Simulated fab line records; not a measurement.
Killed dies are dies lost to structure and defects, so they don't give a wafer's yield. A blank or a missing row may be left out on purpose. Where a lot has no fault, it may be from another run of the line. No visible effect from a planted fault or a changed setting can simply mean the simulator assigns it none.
Chamber matching | flow n5Finfet | N5_FIN_CUT_ETCH_20 on rieDiel-03 has 4 sister chambers
The step etches SiARC in CF4, target depth 26 nm, time 43.3 s. 4 wafers are shown with their chamber, then 8 later ones without.

## WAFERS WITH THEIR CHAMBER
wafer  | chamber | showerheadPlenumPTorr (Torr)
L088.1 | 3       | 2.04
L088.5 | 2       | 2.09
L088.6 | 1       | 2.28
L092.1 | 0       | 2.22

## WAFERS WITH NO CHAMBER GIVEN
wafer  | showerheadPlenumPTorr (Torr)
L092.2 | 2.28
L092.4 | 2.03
L093.2 | 2.22
L093.3 | 2.27
L093.4 | 2.03
L095.2 | 2.08
L095.5 | 2.22
L095.6 | 2.03

## WHICH CHAMBER EACH ONE RAN IN
wafer  | from the rows above | in truth
L092.2 | 1                   | 1
L092.4 | 3                   | 3
L093.2 | 0                   | 0
L093.3 | 1                   | 1
L093.4 | 3                   | 3
L095.2 | 2                   | 2
L095.5 | 0                   | 0
L095.6 | 3                   | 3
Correctly placed: 8 of 8. From these rows, 0 cannot be placed. Number placed wrongly: 0.
How it was worked out, from the rows above alone: a wafer's distance from a chamber is the root of the sum, over the readings, of the square of ((its reading less the chamber's mean) divided by the reading's scatter). The wafer belongs to the nearest chamber; if the next one is less than 2 further off, it can't be placed. A chamber's mean is the mean of its shown wafers. The scatter (one wafer shown for each chamber): square how far every hidden wafer sits from the nearest shown wafer, average those squares and take the square root.
